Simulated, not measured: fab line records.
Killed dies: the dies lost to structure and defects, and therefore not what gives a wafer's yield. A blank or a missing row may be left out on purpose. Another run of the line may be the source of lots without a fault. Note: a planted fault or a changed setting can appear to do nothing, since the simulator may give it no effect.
A struck lot beside a sound one -- flow nandHarc -- 13 out of 1302 route steps
Sound: wafers L414.1, L414.5, L414.6. Wafers struck: L423.3, L423.4, L423.6. At the end, the cause is stated.
At each step with rows: each side's tool, then ch and its chambers, then its first start. Under that, the readings that differ: sound wafers -- struck wafers -- difference of the means -- sigmas: that difference in standard deviations of wafers without a fault.
alike: words and numbers the same on both sides, and readings whose means are apart by under 2 such deviations; not compared: readings that were withheld, readings missing a value for some wafer, numbers with overlapping values and no deviation given by the record, and bounds like >300 which may hide the same value.
Wherever a step has rows on one side only, a row that says differs or no value, or a row with sigmas, the two part there. Numbers that have no deviation but don't overlap get no sigmas and don't part them. Lack of a reading on every wafer of one side parts them only where that side has two or more wafers.

NHARC_P_CONTACT_CD_MEAS_19:
  struck on cdSem-03, day 10 17:52; sound on cdSem-02, day 6 18:35
  alike: cdNm
NHARC_P_CONTACT_STRIP_28: strips in O2.
  sound on rieDiel-04 ch 0,1,2, day 6 18:43; struck on rieDiel-04 ch 0,1, day 10 17:56
  alike: drypumpMotorCurrentA, oesProductAu, rfVppV, showerheadPlenumPTorr, throttleValvePct
  not compared: rfHoursCounterH
then, 3 steps without rows for these wafers: NHARC_P_CONTACT_STRIP_29 (strips in post etch residue remover, time 1200 s); NHARC_P_CONTACT_DEGAS_38 (time 60 s); NHARC_P_CONTACT_PRE_CLEAN_39 (time 19.5 s).
NHARC_P_CONTACT_PVD_32: deposits Ti, target thk 5 nm, time 17.7 s.
  sound on pvdSputter-01; struck on pvdSputter-02
  alike: throttleValvePct
NHARC_P_CONTACT_ALD_22: deposits TiN, target thk 3 nm, pulse time 1 s, ald cycles 150.
  sound on aldMetal-02 ch 1,2, day 6 19:33; struck on aldMetal-04 ch 1,2, day 10 18:49
  alike: heaterPowerW, precursorPulseHeightRel
NHARC_P_CONTACT_CVD_23: deposits W, target thk 200 nm, time 557 s.
  sound: cvdW-02 ch 0,1; struck: cvdW-02 ch 0,1
  alike: chamberPressureTorr, heaterPowerW, throttleValvePct
NHARC_P_CONTACT_CMP_24: polishes, t overpolish 30 s, target thk 200 nm.
  sound on cmp-01 ch 0,3, day 6 20:24; struck on cmp-01 ch 0,1,3, day 10 19:39
  alike: motorCurrentA, overpolishRunS, timeToEndpointS
following that, these wafers have no rows for 1 step: NHARC_P_CONTACT_SRD_26.
NHARC_P_CONTACT_INSPECT_27:
  struck on defectInspect-02, day 10 20:04; sound on defectInspect-02, day 6 20:48
  alike: rawDefectCount
NHARC_P_M0_DEP_00: deposits SiOC, target thk 150 nm.
  sound on pecvd-04 ch 0,2, day 6 20:58; struck on pecvd-04 ch 0,1, day 10 20:40
  alike: chamberPressureTorr, showerheadVppV
then, 1 step without rows for these wafers: NHARC_P_M0_DEHYDRATE_01 (time 120 s).

== WHERE THEY PART ==
Nowhere in this record.

WHY: whatever the simulator had introduced
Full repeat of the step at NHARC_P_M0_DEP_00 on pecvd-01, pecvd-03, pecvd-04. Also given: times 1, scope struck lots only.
